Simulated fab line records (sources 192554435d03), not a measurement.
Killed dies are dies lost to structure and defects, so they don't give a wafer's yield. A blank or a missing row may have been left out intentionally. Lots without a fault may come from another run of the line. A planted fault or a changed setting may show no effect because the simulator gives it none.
Which tool is to blame? ; flow n5 finfet ; 9 lots, 27 wafers sampled, at 1 step of a route of 1938

== WHAT THE GAUGES SHOWED, per wafer ==
N5_BEOL_M7_INSPECT_13: inspects for defects (brightfield). Usual: 372 for raw defect count, sd 96.
lot;measured;on;raw defect count;flag
L600;day 8 13:16;defect inspect-02;420 513 291;
L601;day 9 00:59;defect inspect-02;384 289 379;
L602;day 9 15:49;defect inspect-01;443 413 424;
L605;day 9 16:39;defect inspect-02;366 333 313;
L606;day 10 03:25;defect inspect-01;463 311 275;
L607;day 10 14:26;defect inspect-01;316 257 261;
L617;day 13 06:40;defect inspect-02;568 474 730;
L621;day 14 02:38;defect inspect-02;301 231 376;
L620;day 14 06:26;defect inspect-02;367 483 352;

== WHAT TOOL EACH LOT RAN ON (gives the tool, then ch and the chambers of the sampled wafers, and finally the start) ==
The record shows no process step preceding these readings.

== AS READ BY THE TOOLS THEMSELVES (means over the sampled wafers that have a number; for cases with no such wafer, the mark the record gives instead) ==
The record holds no such reading with a usual standard deviation.

== THE ANSWER, worked out from the rows above alone ==
Rule: lot off if the mean of its wafers having a number is beyond 3 standard deviations from the usual mean. A lot without any number at a reading at which 4 lots or more have one is off too. Where the step has rows for the other lots, those lots are counted as sound. After the gauges, taken in route order, come the tools' own readings; for these a lot's mean is taken, as printed above. At the first step where some lot is off, the reading lying furthest off is the one used; lots without a number count as furthest.
No lot is off on any of the readings shown, so nothing can be concluded from this.

== WHAT WAS PUT IN BY THE SIMULATOR ==
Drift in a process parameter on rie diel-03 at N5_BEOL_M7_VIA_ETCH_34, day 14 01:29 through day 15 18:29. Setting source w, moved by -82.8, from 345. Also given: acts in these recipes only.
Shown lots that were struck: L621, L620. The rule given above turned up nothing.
